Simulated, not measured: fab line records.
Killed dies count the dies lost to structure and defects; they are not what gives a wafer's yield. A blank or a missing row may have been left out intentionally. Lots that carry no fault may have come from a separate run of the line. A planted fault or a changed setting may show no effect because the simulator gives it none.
Struck lot and sound lot, side by side    flow n5-finfet    31 out of 1938 route steps
Sound: the wafers L136.1, L136.2, L136.5. Struck: wafers L147.3, L147.6 (left out: L147.1, a lot-mate that was not struck); the cause follows at the end.
For every step that has rows: the tool of each side, followed by ch and its chambers, followed by its first start. Under that, the readings that differ: sound wafers    struck wafers    difference of the means    sigmas: that difference in standard deviations of wafers without a fault.
alike: a reading whose means differ by less than 2 such deviations, as well as words and numbers matching on both sides. not compared: withheld readings; readings where some wafer has no value; bounds like >300 that might hide an equal value; numbers whose values overlap and for which the record gives no deviation.
The two part at a step that has a row with sigmas, a row that says differs or no value, or rows on one side only. When numbers do not overlap yet have no deviation, they are printed without sigmas and do not part them. A reading that every wafer of one side lacks parts them only if that side has two wafers or more.

first, 1 step without rows for these wafers: N5_PASSIVATION_HARDBAKE_31 (time 120 s).
N5_PASSIVATION_CD_MEAS_30 targets a cd of 4000 nm.
  sound on cd-sem-03 ch 0, day 12 17:51; struck on cd-sem-02 ch 0, day 16 03:36
  alike: cd-nm
N5_PASSIVATION_OVL_MEAS_63:
  sound on overlay-02 ch 0, day 12 17:53; struck on overlay-02 ch 0, day 16 03:38
  alike: PAD_OVL
N5_PASSIVATION_INSPECT_64: inspects for defects (macro).
  struck on defect-inspect-02, day 16 03:40; sound on defect-inspect-02, day 12 17:55
  alike: raw-defect-count
N5_PASSIVATION_DESCUM_32: chemistry O2, time 7.9 s.
  sound on rie-diel-02 ch 0,1, day 12 18:10; struck on rie-diel-02 ch 1, day 16 03:41
  alike: drypump-motor-current-A, oes-product-au, rf-vpp-V, showerhead-plenum-p-Torr, throttle-valve-pct
  not compared: rf-hours-counter-h
N5_PASSIVATION_AL_ETCH_33: etches Al in Cl2/BCl3, stops on TaN, target depth 2800 nm, time 466.7 s.
  sound on rie-metal-02 ch 0,1, day 12 18:14; struck on rie-metal-02 ch 0,1, day 16 03:47
  alike: drypump-motor-current-A, mfc-cl2-sccm, oes-product-au, throttle-valve-pct
  not compared: rf-hours-counter-h
then, 6 steps without rows for these wafers: N5_PASSIVATION_ETCH_59 (etches TaN in Cl2/BCl3, target depth 65 nm, time 34.9 s); N5_PASSIVATION_STRIP_34 (strips in O2); N5_PASSIVATION_STRIP_51 (strips in post etch residue remover, time 1200 s); N5_PASSIVATION_CLEAN_69 (cleans in IPA, time 180 s); N5_PASSIVATION_SRD_70 (time 30 s); N5_PASSIVATION_PECVD_53 (deposits SiO2 from TEOS/O2, target thk 800 nm, time 169.4 s).
N5_PASSIVATION_PECVD_35: deposits SiNx from SiH4/NH3/N2, target thk 700 nm, time 151.3 s.
  sound on pecvd-04 ch 0,2, day 12 19:24; struck on pecvd-04 ch 1, day 16 04:55
reading                                         sound              struck       difference  sigmas
run-length-s (s)                                194.9 195.2 195.4  158.5 157.6  -37.1       -52
throttle-valve-pct (%)                          30.9 26.9 26.9     33.1 33.2    +4.9        +2
model.SiNx_of_PASSIVATION_PECVD_35.thk-nm (nm)  680 685.2 697.4    529.2 531.6  -157.1      
  alike: heater-power-w, showerhead-plenum-p-Torr
then, 8 steps without rows for these wafers: N5_PASSIVATION_HMDS_37 (time 60 s); N5_PASSIVATION_COAT_38; N5_PASSIVATION_EBR_40; N5_PASSIVATION_SOFTBAKE_39 (time 120 s); N5_PASSIVATION_EXPOSE_41 (exposes mask PASS OPEN, defocus 0 nm, target cd 40000 nm); N5_PASSIVATION_PEB_42; N5_PASSIVATION_DEVELOP_43 (develop time 60 s); N5_PASSIVATION_HARDBAKE_45 (time 120 s).
N5_PASSIVATION_CD_MEAS_44 targets a cd of 40000 nm.
  sound on cd-sem-01 ch 0, day 12 19:50; struck on cd-sem-03 ch 0, day 16 05:28
  alike: cd-nm
N5_PASSIVATION_OVL_MEAS_66:
  sound on overlay-02 ch 0, day 12 19:52; struck on overlay-01 ch 0, day 16 05:30
  alike: PASS_OPEN_OVL
N5_PASSIVATION_INSPECT_67: inspects for defects (macro).
  struck on defect-inspect-01, day 16 05:32; sound on defect-inspect-01, day 12 19:53
  alike: raw-defect-count
N5_PASSIVATION_DESCUM_46: chemistry O2, time 7.9 s.
  sound on rie-diel-02 ch 0,1,3, day 12 19:55; struck on rie-diel-05 ch 0, day 16 05:34
  alike: drypump-motor-current-A, oes-product-au, rf-vpp-V, showerhead-plenum-p-Torr, throttle-valve-pct
  not compared: rf-hours-counter-h
then, 1 step without rows for these wafers: N5_PASSIVATION_PASS_ETCH_47 (etches SiNx in CF4/O2, target depth 770 nm, time 385 s).
N5_PASSIVATION_ETCH_54: etches SiO2 in CHF3/O2, target depth 880 nm, time 440 s.
  sound on rie-diel-02 ch 0,1,3, day 12 20:11; struck on rie-diel-05 ch 0, day 16 05:49
  alike: O2_flow_sccm, drypump-motor-current-A, oes-product-au, rf-vpp-V, showerhead-plenum-p-Torr, throttle-valve-pct
  not compared: rf-hours-counter-h
N5_PASSIVATION_STRIP_48: strips in O2.
  sound on rie-diel-02 ch 0,1,3, day 12 20:29; struck on rie-diel-05 ch 0, day 16 06:07
  alike: drypump-motor-current-A, oes-product-au, rf-vpp-V, showerhead-plenum-p-Torr, throttle-valve-pct
  not compared: rf-hours-counter-h
N5_PASSIVATION_STRIP_52: strips in post etch residue remover, time 1200 s.
  sound on wet-bench-06 ch 1,2,6, day 12 20:33; struck on wet-bench-03 ch 1,6, day 16 06:11
reading                                         sound            struck       difference  sigmas
model.SiNx_of_PASSIVATION_PECVD_35.thk-nm (nm)  679.6 684.8 697  528.8 531.2  -157.1      
then, 2 steps without rows for these wafers: N5_PASSIVATION_CLEAN_71 (cleans in IPA, time 180 s); N5_PASSIVATION_PROBE_49.

## WHERE THEY PART
Within this record, at N5_PASSIVATION_PECVD_35 only. Later steps at which nothing parts them and some readings are alike: N5_PASSIVATION_CD_MEAS_44, N5_PASSIVATION_OVL_MEAS_66, N5_PASSIVATION_INSPECT_67, N5_PASSIVATION_DESCUM_46, N5_PASSIVATION_ETCH_54, N5_PASSIVATION_STRIP_48.

WHY: what had been put in by the simulator
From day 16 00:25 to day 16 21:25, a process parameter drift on pecvd-04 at N5_PASSIVATION_PECVD_35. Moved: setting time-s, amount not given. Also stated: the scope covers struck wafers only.
